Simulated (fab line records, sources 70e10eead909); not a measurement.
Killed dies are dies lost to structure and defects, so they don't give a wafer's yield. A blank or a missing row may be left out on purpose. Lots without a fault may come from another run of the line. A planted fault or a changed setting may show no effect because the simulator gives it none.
A struck lot beside a sound one | flow nand_harc | 15 steps out of a route of 1302
Sound: wafers L634.1, L634.2, L634.4. Struck: wafer L637.3. (L637.2, L637.6 of the same lot were not struck and are left out.) The cause comes at the end.
At each step with rows: each side's tool, then ch and its chambers, then its first start. Under that, the readings that differ: sound wafers | struck wafers | difference of the means | sigmas: that difference in standard deviations of wafers without a fault.
alike: readings whose means differ by less than 2 such deviations, and words and numbers that are the same on both sides. not compared: withheld readings, readings that some wafer has no value for, bounds like >300 that may hide the same value, and numbers for which the record gives no deviation and whose values overlap.
The two part at a step that has a row with sigmas, a row that says differs or no value, or rows on one side only. Numbers that don't overlap but have no deviation are shown without sigmas and don't part them. A reading that every wafer of one side lacks parts them only if that side has two wafers or more.

first, 8 steps without rows for these wafers: NHARC_THIN_TSV_DEHYDRATE_25 (time 120 s); NHARC_THIN_TSV_HMDS_26 (time 30 s); NHARC_THIN_TSV_COAT_27; NHARC_THIN_TSV_SOFTBAKE_28 (time 95 s); NHARC_THIN_TSV_EBR_29; NHARC_THIN_TSV_EXPOSE_30 (exposes mask PAD); NHARC_THIN_TSV_PEB_31 (peb time 85 s); NHARC_THIN_TSV_DEVELOP_32 (time 70 s).
NHARC_THIN_TSV_CD_MEAS_33: target cd 5000 nm.
  sound on cd_sem-02 ch 0, day 27 05:29; struck on cd_sem-01 ch 0, day 27 06:34
  alike: cd_nm
then, 1 step without rows for these wafers: NHARC_THIN_TSV_HARDBAKE_34 (time 80 s).
NHARC_THIN_TSV_DESCUM_35: chemistry O2, time 3 s.
  sound on rie_diel-07 ch 0,1,3, day 27 05:38; struck on rie_diel-10 ch 3, day 27 06:44
  reading                | sound        | struck | difference | sigmas
  rf_hours_counter_h (h) | 8.7 10.3 9.0 | 1.4    | -7.9       |
  alike: drypump_motor_current_A, o2_flow_sccm, oes_product_au, rf_vpp_V, showerhead_plenum_p_Torr, throttle_valve_pct
NHARC_THIN_TSV_ETCH_59: etches the open film in Cl2/BCl3, target depth 880 nm, time 138.1 s.
  sound on rie_metal-01 ch 0,1, day 27 05:46; struck on rie_metal-02 ch 0, day 27 06:53
  alike: drypump_motor_current_A, oes_product_au, run_length_s, throttle_valve_pct
  not compared: rf_hours_counter_h
NHARC_THIN_TSV_ETCH_36: etches the open film in Cl2/BCl3, target depth 65 nm, time 18.571 s.
  sound on rie_metal-01 ch 0,1, day 27 06:02; struck on rie_metal-03 ch 0, day 27 07:08
  reading          | sound          | struck | difference | sigmas
  run_length_s (s) | 39.2 39.9 39.9 | 35.2   | -4.5       | -14
  alike: drypump_motor_current_A, oes_product_au
  not compared: rf_hours_counter_h
NHARC_THIN_TSV_STRIP_56: strips in O2.
  sound on plasma_asher-02 ch 0,1, day 27 06:08; struck on plasma_asher-01 ch 1, day 27 07:14
  alike: drypump_motor_current_A, heater_power_w
  not compared: rf_hours_counter_h
NHARC_END_SORT_01:
  the record has rows for the sound wafers here (prober-01 ch 0, day 27 21:28) and none for the struck ones

WHERE THEY PART
First at NHARC_THIN_TSV_ETCH_36; last, within this record, at NHARC_END_SORT_01.

WHY: what the simulator had put in
Process parameter drift: rie_metal-03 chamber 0, from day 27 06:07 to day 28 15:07, at NHARC_THIN_TSV_ETCH_36. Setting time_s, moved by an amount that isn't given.
